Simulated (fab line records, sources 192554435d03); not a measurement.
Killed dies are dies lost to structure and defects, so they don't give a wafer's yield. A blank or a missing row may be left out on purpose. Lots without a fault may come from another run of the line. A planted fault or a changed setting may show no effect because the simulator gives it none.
Chamber matching | flow n5_finfet | N5_BEOL_M7_ETCH_72 on rie_diel-06: 4 sister chambers
The step etches underlayer in N2/H2, target depth 6.5 nm, time 5.2 s. 4 wafers are shown with their chamber, then 12 later ones without.

WAFERS WITH THEIR CHAMBER
wafer  | chamber | drypump_motor_current_A (A)
L082.3 | 2       | 5.3
L082.4 | 3       | 4.9
L085.4 | 1       | 5.8
L085.5 | 0       | 5.5

WAFERS WITHOUT THEIR CHAMBER
wafer  | drypump_motor_current_A (A)
L086.1 | 5.8
L086.2 | 4.9
L086.3 | 5.5
L093.2 | 5.3
L093.4 | 5.8
L093.6 | 5.8
L094.4 | 5.5
L094.5 | 4.9
L094.6 | 5.3
L096.2 | 5.7
L096.5 | 4.9
L096.6 | 5.3

WHICH CHAMBER EACH WENT THROUGH
wafer  | from the rows above | in truth
L086.1 | 1                   | 1
L086.2 | 3                   | 3
L086.3 | 0                   | 0
L093.2 | 2                   | 2
L093.4 | 1                   | 1
L093.6 | 1                   | 1
L094.4 | 0                   | 0
L094.5 | 3                   | 3
L094.6 | 2                   | 2
L096.2 | 1                   | 1
L096.5 | 3                   | 3
L096.6 | 2                   | 2
Placed correctly: 12 of 12. Can't be placed from these rows: 0. Placed wrongly: 0.
How it was worked out, from the rows above alone: a wafer's distance from a chamber is the root of the sum, over the readings, of the square of ((its reading less the chamber's mean) divided by the reading's scatter). The wafer belongs to the nearest chamber; if the next one is less than 2 further off, it can't be placed. A chamber's mean is the mean of its shown wafers. The scatter: with one shown wafer a chamber, the root of the mean of the squares of how far each hidden wafer lies from its nearest shown one.
